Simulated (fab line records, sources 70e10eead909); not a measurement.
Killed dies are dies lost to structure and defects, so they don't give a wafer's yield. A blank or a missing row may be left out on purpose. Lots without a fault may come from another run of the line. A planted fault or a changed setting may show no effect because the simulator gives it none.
Which tool did it? | flow nand_harc | 6 lots, 18 wafers sampled, at 5 steps of a route of 1302

WHAT THE GAUGES READ, wafer by wafer
NHARC_END_SORT_01.
lot  | measured     | on        | killed_at_array
L631 | day 30 00:13 | prober-01 | 676 672 674

WHICH TOOL RAN EACH LOT (tool, then ch and the chambers of the sampled wafers, then the start)
lot  | NHARC_A_STAIRCASE_TRIM_226                    | NHARC_A_STAIRCASE_TRIM_233                    | NHARC_A_STAIRCASE_DEP_259       | NHARC_A_STAIRCASE_DESCUM_270
L621 | rie_diel-01 ch 0,2,3, day 17 00:34 or earlier | rie_diel-01 ch 0,1,2, day 17 00:34 or earlier | pecvd-04 ch 0,1, day 17 00:34   | rie_diel-07 ch 0,1,3, day 17 01:32
L623 | rie_diel-01 ch 1,2,3, day 17 22:22 or earlier | rie_diel-07 ch 0,2, day 17 22:22 or earlier   | pecvd-04 ch 0,1,2, day 17 22:22 | rie_diel-01 ch 0,1, day 17 23:10
L628 | rie_diel-07 ch 0,1, day 19 20:30 or earlier   | rie_diel-06 ch 0,1, day 19 20:30 or earlier   | pecvd-02 ch 0,1, day 19 20:30   | rie_diel-07 ch 1,2,3, day 19 21:31
L631 | rie_diel-01 ch 0,1,2, day 21 10:49 or earlier | rie_diel-06 ch 0,1,2, day 21 10:49 or earlier | pecvd-03 ch 1,2, day 21 10:49   | rie_diel-06 ch 0,1,3, day 21 11:47
L639 | rie_diel-06 ch 1,2,3, day 24 02:32 or earlier | rie_diel-06 ch 1,2,3, day 24 02:32 or earlier | pecvd-04 ch 0,1, day 24 02:32   | rie_diel-06 ch 1,2,3, day 24 03:31
L640 | rie_diel-01 ch 0,1, day 25 07:25 or earlier   | rie_diel-06 ch 0,3, day 25 07:25 or earlier   | pecvd-02 ch 1,2, day 25 07:25   | rie_diel-07 ch 0,2,3, day 25 08:23
- NHARC_A_STAIRCASE_TRIM_226: chemistry O2, time 211.2 s.
- NHARC_A_STAIRCASE_TRIM_233: chemistry O2, time 211.2 s.
- NHARC_A_STAIRCASE_DEP_259: deposits SiON, target thk 30 nm.
- NHARC_A_STAIRCASE_DESCUM_270: chemistry O2, time 3 s.

THE ANSWER, worked out from the rows above alone
Rule: what is usual is taken from the lots themselves. Put in order of their means at a reading, lots are off if they are a third of the lots or fewer, leave a main group of 4 or more, and stand apart from it by a gap of 3 or more times the standard deviation of the main group's means; of several such gaps the widest counts. A main group whose means are all the same, to the digits that the tables above print for the reading, isn't used. A lot without any number at a reading at which 4 lots or more have one is off too. The other lots that the step has rows for count as sound.
No lot is off at any reading shown: from this, nothing can be told.

WHAT THE SIMULATOR HAD PUT IN
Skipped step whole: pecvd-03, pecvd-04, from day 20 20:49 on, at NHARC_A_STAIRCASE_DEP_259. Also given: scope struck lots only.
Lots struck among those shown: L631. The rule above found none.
